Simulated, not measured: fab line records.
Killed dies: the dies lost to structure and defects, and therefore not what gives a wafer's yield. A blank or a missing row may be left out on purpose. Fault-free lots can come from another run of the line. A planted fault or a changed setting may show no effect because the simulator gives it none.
8D (eight disciplines) problem report, filled in by code :: flow n5 finfet :: the parts of the form that need people (team, actions taken, sign-off) are left out

== 1. THE ISSUE ==
Mean of trench depth nm at N5_BEOL_M10_OCD_MEAS_38: 171.4 nm across 2 wafers in 2 lots; on wafers with no fault it is 145.9 nm (standard deviation 2.8). That puts it +9.1 standard deviations away from the usual mean.
The first sign was on wafer L686.3 at day 15 13:53, on ocd-02. At this step, 14 wafers from 6 lots have a number in the record. Rule for "out", or "out of limits": more than 4 standard deviations from the usual mean. Any other wafer with a number is counted as sound.

== 2. WHAT IT IS; WHAT IT IS NOT ==
question: which readings at this step
is: trench depth nm
is not: -

question: which lots
is: L686, L687
is not: L667, L670, L672, L688

question: which wafers of those lots
is: all that have a number
is not: -

question: read on which gauges
is: ocd-02
is not: -

question: when
is: from day 15 13:53
is not: up to then (9 sound wafers); but 3 sound wafers of L688 came after

== 3. THE SUSPECTS, EACH WITH WHAT RULES IT OUT ==
Counting: a tool at any process step up to the reading remains a suspect when it ran all the lots that are out and ran no sound lot after the first of those.
- the gauge at N5_BEOL_M10_OCD_MEAS_38 is ruled out. All the wafers that are out were read on ocd-02, but those of them that N5_BEOL_M10_TRENCH_ETCH_37 has rows for are out there too, on other tools.
- rie diel-02 at N5_BEOL_M10_ETCH_66 (etches SOC in N2/H2, target depth 120 nm, overetch 24 nm, time 180 s): kept. Every lot that is out went through it, starting with L686 (day 15 13:28), and after that it ran no sound lot; the last sound lot it ran before then is L672 (day 12 04:44).
- rie diel-02 at N5_BEOL_M10_STRIP_36 (strips in N2/H2): kept. Every lot that is out went through it, starting with L686 (day 15 13:39), and after that it ran no sound lot; the last sound lot it ran before then is L672 (day 12 04:55).
- rie diel-02 at N5_BEOL_M10_TRENCH_ETCH_37 (etches SiCOH lowk in C4F6/O2, target depth 148.83 nm, time 48 s): kept. Every lot that is out went through it, starting with L686 (day 15 13:41), and after that it ran no sound lot; the last sound lot it ran before then is L672 (day 12 04:58). Its own readings are out on those wafers: oes_f_703_au, oes_o_777_au, rf fwd power W, rf vpp V.
rie diel-02 at N5_BEOL_M10_ETCH_66, rie diel-02 at N5_BEOL_M10_STRIP_36 and rie diel-02 at N5_BEOL_M10_TRENCH_ETCH_37 are what is left after counting.

== 4. THE CAUSE (what the simulator had put in) ==
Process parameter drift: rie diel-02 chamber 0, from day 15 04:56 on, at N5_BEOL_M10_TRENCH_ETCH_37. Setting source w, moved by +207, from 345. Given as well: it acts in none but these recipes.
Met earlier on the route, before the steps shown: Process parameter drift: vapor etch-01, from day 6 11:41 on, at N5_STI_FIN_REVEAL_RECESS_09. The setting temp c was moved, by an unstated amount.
Counting leaves 3 suspects; this tool is one of them.

== 5. THE EFFECT CHAIN, in route order ==
Each row: a reading where the mean over the struck wafers with a number is more than 3 standard deviations away from the usual. Readings are gone through only where the record gives a usual standard deviation; hours: the median, over the lots, of the time from a lot's start at the first step in this table giving one to that lot's start at this step; sigmas: the change measured in usual standard deviations.
hours: 0
step: N5_BEOL_M10_TRENCH_ETCH_37
reading: oes_f_703_au
usual: 0.77 a.u.
on struck wafers: 1.18
change: +0.41
sigmas: +7.5

hours: 0
step: N5_BEOL_M10_TRENCH_ETCH_37
reading: oes_o_777_au
usual: 0.77 a.u.
on struck wafers: 1.08
change: +0.31
sigmas: +5.6

hours: 0
step: N5_BEOL_M10_TRENCH_ETCH_37
reading: rf fwd power W
usual: 341.7 W
on struck wafers: 548.5
change: +206.8
sigmas: +99 or more

hours: 0
step: N5_BEOL_M10_TRENCH_ETCH_37
reading: rf vpp V
usual: 663 V
on struck wafers: 522
change: -141
sigmas: -10

hours: 0
step: N5_BEOL_M10_OCD_MEAS_38
reading: trench depth nm
usual: 145.9 nm
on struck wafers: 171.4
change: +25.5
sigmas: +9.1

hours: 3
step: N5_BEOL_M10_THK_MEAS_53
reading: M10_THK
usual: 140 nm
on struck wafers: 166
change: +26
sigmas: +7.6

hours: 3
step: N5_BEOL_M10_RS_MEAS_57
reading: M10_RS
usual: 0.154 ohm/sq
on struck wafers: 0.128
change: -0.026
sigmas: -7.0
The process steps in it:
- N5_BEOL_M10_TRENCH_ETCH_37: etches SiCOH lowk in C4F6/O2, target depth 148.83 nm, time 48 s.
Later steps that measure or inspect, where all struck wafers having a row at the step show a number for every such reading and not one has moved that far: N5_BEOL_M10_CD_MEAS_35, N5_BEOL_M10_INSPECT_58.

== 6. HOW IT WOULD HAVE BEEN CAUGHT EARLIER ==
In this record the first reading out of limits at a measuring or inspecting step was taken at day 15 13:53, 9 hours after the fault began at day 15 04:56.
The tool's own readings at N5_BEOL_M10_TRENCH_ETCH_37 were out on every struck wafer that the step has a row for (oes_f_703_au, oes_o_777_au, rf fwd power W, rf vpp V): an alarm limit on them would have fired on the first of those.
Of the lots that are out (2), L687 began N5_BEOL_M10_TRENCH_ETCH_37 on rie diel-02 after day 15 13:53. It would have been spared by a hold on the tool at that moment.
